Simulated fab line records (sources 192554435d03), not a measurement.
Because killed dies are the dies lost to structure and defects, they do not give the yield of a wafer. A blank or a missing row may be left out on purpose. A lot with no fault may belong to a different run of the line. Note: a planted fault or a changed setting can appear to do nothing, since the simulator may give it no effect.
Chamber matching || flow n5Finfet || 4 sister chambers for N5_BEOL_M8_CMP_52 on cmp-03
The step polishes, stops on SiCOH lowk, t overpolish 6.9 s, target thk 80 nm. 22 wafers are shown with their chamber, then 11 later ones without.

## WAFERS PAIRED WITH THEIR CHAMBERS
{"wafer": "L074.2", "chamber": 2, "motorCurrentA (A)": 6.4, "timeToEndpointS (s)": 63.6, "barrierFieldEndpointS (s)": 29.0}
{"wafer": "L074.3", "chamber": 3, "motorCurrentA (A)": 5.6, "timeToEndpointS (s)": 62.8, "barrierFieldEndpointS (s)": 29.6}
{"wafer": "L074.4", "chamber": 0, "motorCurrentA (A)": 5.0, "timeToEndpointS (s)": 59.1, "barrierFieldEndpointS (s)": 29.3}
{"wafer": "L076.2", "chamber": 2, "motorCurrentA (A)": 6.4, "timeToEndpointS (s)": 63.1, "barrierFieldEndpointS (s)": 29.4}
{"wafer": "L076.5", "chamber": 1, "motorCurrentA (A)": 5.3, "timeToEndpointS (s)": 59.6, "barrierFieldEndpointS (s)": 28.9}
{"wafer": "L076.6", "chamber": 0, "motorCurrentA (A)": 5.1, "timeToEndpointS (s)": 56.0, "barrierFieldEndpointS (s)": 28.2}
{"wafer": "L075.3", "chamber": 2, "motorCurrentA (A)": 6.4, "timeToEndpointS (s)": 63.5, "barrierFieldEndpointS (s)": 29.3}
{"wafer": "L075.5", "chamber": 3, "motorCurrentA (A)": 6.0, "timeToEndpointS (s)": 61.1, "barrierFieldEndpointS (s)": 29.2}
{"wafer": "L075.6", "chamber": 0, "motorCurrentA (A)": 5.4, "timeToEndpointS (s)": 56.0, "barrierFieldEndpointS (s)": 27.8}
{"wafer": "L079.3", "chamber": 2, "motorCurrentA (A)": 6.6, "timeToEndpointS (s)": 65.4, "barrierFieldEndpointS (s)": 28.7}
{"wafer": "L079.5", "chamber": 1, "motorCurrentA (A)": 5.3, "timeToEndpointS (s)": 61.8, "barrierFieldEndpointS (s)": 28.8}
{"wafer": "L079.6", "chamber": 0, "motorCurrentA (A)": 5.3, "timeToEndpointS (s)": 59.7, "barrierFieldEndpointS (s)": 28.6}
{"wafer": "L084.3", "chamber": 1, "motorCurrentA (A)": 5.4, "timeToEndpointS (s)": 61.8, "barrierFieldEndpointS (s)": 28.8}
{"wafer": "L084.4", "chamber": 2, "motorCurrentA (A)": 6.4, "timeToEndpointS (s)": 66.7, "barrierFieldEndpointS (s)": 30.0}
{"wafer": "L084.5", "chamber": 3, "motorCurrentA (A)": 5.6, "timeToEndpointS (s)": 59.5, "barrierFieldEndpointS (s)": 29.4}
{"wafer": "L086.1", "chamber": 2, "motorCurrentA (A)": 6.1, "timeToEndpointS (s)": 61.9, "barrierFieldEndpointS (s)": 28.5}
{"wafer": "L086.2", "chamber": 3, "motorCurrentA (A)": 5.4, "timeToEndpointS (s)": 58.3, "barrierFieldEndpointS (s)": 28.6}
{"wafer": "L086.4", "chamber": 1, "motorCurrentA (A)": 5.3, "timeToEndpointS (s)": 60.3, "barrierFieldEndpointS (s)": 28.2}
{"wafer": "L087.2", "chamber": 1, "motorCurrentA (A)": 5.4, "timeToEndpointS (s)": 61.1, "barrierFieldEndpointS (s)": 27.9}
{"wafer": "L087.3", "chamber": 0, "motorCurrentA (A)": 5.4, "timeToEndpointS (s)": 63.3, "barrierFieldEndpointS (s)": 28.2}
{"wafer": "L087.6", "chamber": 2, "motorCurrentA (A)": 6.0, "timeToEndpointS (s)": 64.2, "barrierFieldEndpointS (s)": 29.3}
{"wafer": "L090.1", "chamber": 1, "motorCurrentA (A)": 5.9, "timeToEndpointS (s)": 60.6, "barrierFieldEndpointS (s)": 28.4}

SIGNATURES (averages over the wafers above)
{"reading": "motorCurrentA", "chamber 0": 5.240, "chamber 1": 5.433, "chamber 2": 6.329, "chamber 3": 5.650, "scatter within a chamber": 0.217}
{"reading": "timeToEndpointS", "chamber 0": 58.820, "chamber 1": 60.867, "chamber 2": 64.057, "chamber 3": 60.425, "scatter within a chamber": 1.93}
{"reading": "barrierFieldEndpointS", "chamber 0": 28.420, "chamber 1": 28.500, "chamber 2": 29.171, "chamber 3": 29.200, "scatter within a chamber": 0.479}
Rule: for each reading, subtract the chamber's mean from the wafer's reading, divide by that reading's scatter and square the result; add these up over the readings and take the root, which gives the wafer's distance from the chamber. The wafer belongs to the nearest chamber; if the next one is less than 2 further off, it can't be placed. The scatter is the square root of a quotient: the sum, over the shown wafers, of each reading's squared deviation from its chamber's mean, divided by wafers minus chambers.

## WAFERS MISSING THEIR CHAMBER
{"wafer": "L090.4", "motorCurrentA (A)": 6.4, "timeToEndpointS (s)": 66.5, "barrierFieldEndpointS (s)": 29.1}
{"wafer": "L090.6", "motorCurrentA (A)": 5.2, "timeToEndpointS (s)": 62.7, "barrierFieldEndpointS (s)": 28.7}
{"wafer": "L093.1", "motorCurrentA (A)": 5.3, "timeToEndpointS (s)": 56.7, "barrierFieldEndpointS (s)": 27.5}
{"wafer": "L093.5", "motorCurrentA (A)": 5.7, "timeToEndpointS (s)": 59.4, "barrierFieldEndpointS (s)": 28.4}
{"wafer": "L093.6", "motorCurrentA (A)": 6.3, "timeToEndpointS (s)": 64.5, "barrierFieldEndpointS (s)": 29.9}
{"wafer": "L094.2", "motorCurrentA (A)": 5.4, "timeToEndpointS (s)": 58.7, "barrierFieldEndpointS (s)": 28.5}
{"wafer": "L094.3", "motorCurrentA (A)": 5.9, "timeToEndpointS (s)": 60.6, "barrierFieldEndpointS (s)": 28.1}
{"wafer": "L094.5", "motorCurrentA (A)": 5.4, "timeToEndpointS (s)": 59.3, "barrierFieldEndpointS (s)": 28.5}
{"wafer": "L096.2", "motorCurrentA (A)": 6.5, "timeToEndpointS (s)": 63.4, "barrierFieldEndpointS (s)": 29.5}
{"wafer": "L096.3", "motorCurrentA (A)": 5.4, "timeToEndpointS (s)": 58.2, "barrierFieldEndpointS (s)": 28.1}
{"wafer": "L096.4", "motorCurrentA (A)": 5.2, "timeToEndpointS (s)": 61.9, "barrierFieldEndpointS (s)": 29.3}

## CHAMBER TAKEN BY EACH
{"wafer": "L090.4", "from the rows above": 2, "in truth": 2}
{"wafer": "L090.6", "from the rows above": "can't be placed: 1 or 0 or 3", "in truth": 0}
{"wafer": "L093.1", "from the rows above": "can't be placed: 0 or 1", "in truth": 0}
{"wafer": "L093.5", "from the rows above": "can't be placed: 1 or 3 or 0", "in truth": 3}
{"wafer": "L093.6", "from the rows above": 2, "in truth": 2}
{"wafer": "L094.2", "from the rows above": "can't be placed: 0 or 1 or 3", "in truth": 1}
{"wafer": "L094.3", "from the rows above": "can't be placed: 1 or 3 or 0 or 2", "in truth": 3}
{"wafer": "L094.5", "from the rows above": "can't be placed: 0 or 1 or 3", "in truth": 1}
{"wafer": "L096.2", "from the rows above": 2, "in truth": 2}
{"wafer": "L096.3", "from the rows above": "can't be placed: 0 or 1 or 3", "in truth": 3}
{"wafer": "L096.4", "from the rows above": "can't be placed: 1 or 3 or 0", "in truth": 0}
Correct placement for 3 of the 11. From these rows, 8 cannot be placed; in 8 the true chamber is one of the candidates. Number placed wrongly: 0.
